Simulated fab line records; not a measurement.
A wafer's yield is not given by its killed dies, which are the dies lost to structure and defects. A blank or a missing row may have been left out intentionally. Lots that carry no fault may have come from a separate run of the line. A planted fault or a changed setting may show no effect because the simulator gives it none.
Chamber matching || flow nand_harc || NHARC_A_CHANNEL_FILL_D1_ALD_25 on ald_hk-02: 4 sister chambers
The step deposits SiOx, target thk 60 nm, pulse time 10 s, ald cycles 600. 8 wafers are shown with their chamber, then 9 later ones without.

== WAFERS PAIRED WITH THEIR CHAMBERS ==
{"wafer": "L076.5", "chamber": 1, "heater_power_outer_w (W)": 248, "heater_power_w (W)": 448}
{"wafer": "L082.5", "chamber": 3, "heater_power_outer_w (W)": 298, "heater_power_w (W)": 513}
{"wafer": "L086.1", "chamber": 1, "heater_power_outer_w (W)": 246, "heater_power_w (W)": 448}
{"wafer": "L086.3", "chamber": 2, "heater_power_outer_w (W)": 268, "heater_power_w (W)": 481}
{"wafer": "L086.2", "chamber": 0, "heater_power_outer_w (W)": 243, "heater_power_w (W)": 445}
{"wafer": "L088.1", "chamber": 2, "heater_power_outer_w (W)": 278, "heater_power_w (W)": 477}
{"wafer": "L088.5", "chamber": 3, "heater_power_outer_w (W)": 300, "heater_power_w (W)": 489}
{"wafer": "L088.6", "chamber": 0, "heater_power_outer_w (W)": 239, "heater_power_w (W)": 454}

== WAFERS WHOSE CHAMBER IS MISSING ==
{"wafer": "L089.1", "heater_power_outer_w (W)": 245, "heater_power_w (W)": 444}
{"wafer": "L089.2", "heater_power_outer_w (W)": 247, "heater_power_w (W)": 443}
{"wafer": "L089.5", "heater_power_outer_w (W)": 246, "heater_power_w (W)": 453}
{"wafer": "L093.4", "heater_power_outer_w (W)": 244, "heater_power_w (W)": 455}
{"wafer": "L093.3", "heater_power_outer_w (W)": 300, "heater_power_w (W)": 499}
{"wafer": "L093.6", "heater_power_outer_w (W)": 249, "heater_power_w (W)": 464}
{"wafer": "L096.1", "heater_power_outer_w (W)": 306, "heater_power_w (W)": 508}
{"wafer": "L096.2", "heater_power_outer_w (W)": 244, "heater_power_w (W)": 449}
{"wafer": "L096.5", "heater_power_outer_w (W)": 244, "heater_power_w (W)": 456}

== WHICH CHAMBER EACH ONE RAN IN ==
{"wafer": "L089.1", "from the rows above": "can't be placed: 1 or 0", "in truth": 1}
{"wafer": "L089.2", "from the rows above": "can't be placed: 1 or 0", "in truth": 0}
{"wafer": "L089.5", "from the rows above": "can't be placed: 1 or 0", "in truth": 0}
{"wafer": "L093.4", "from the rows above": "can't be placed: 0 or 1", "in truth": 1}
{"wafer": "L093.3", "from the rows above": 3, "in truth": 3}
{"wafer": "L093.6", "from the rows above": "can't be placed: 1 or 0", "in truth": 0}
{"wafer": "L096.1", "from the rows above": 3, "in truth": 3}
{"wafer": "L096.2", "from the rows above": "can't be placed: 0 or 1", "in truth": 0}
{"wafer": "L096.5", "from the rows above": "can't be placed: 0 or 1", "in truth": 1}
2 of 9 placed correctly. Can't be placed from these rows: 7 (the true chamber is among the candidates in 7). Wrongly placed: 0.
How it was worked out, from the rows above alone: a wafer's distance from a chamber is the root of the sum, over the readings, of the square of ((its reading less the chamber's mean) divided by the reading's scatter). If the next closest chamber is less than 2 further off than the closest, the wafer can't be placed; otherwise it belongs to the closest. The mean given for a chamber averages the wafers shown for that chamber. The scatter is the square root of a quotient: the sum, over the shown wafers, of each reading's squared deviation from its chamber's mean, divided by wafers minus chambers.
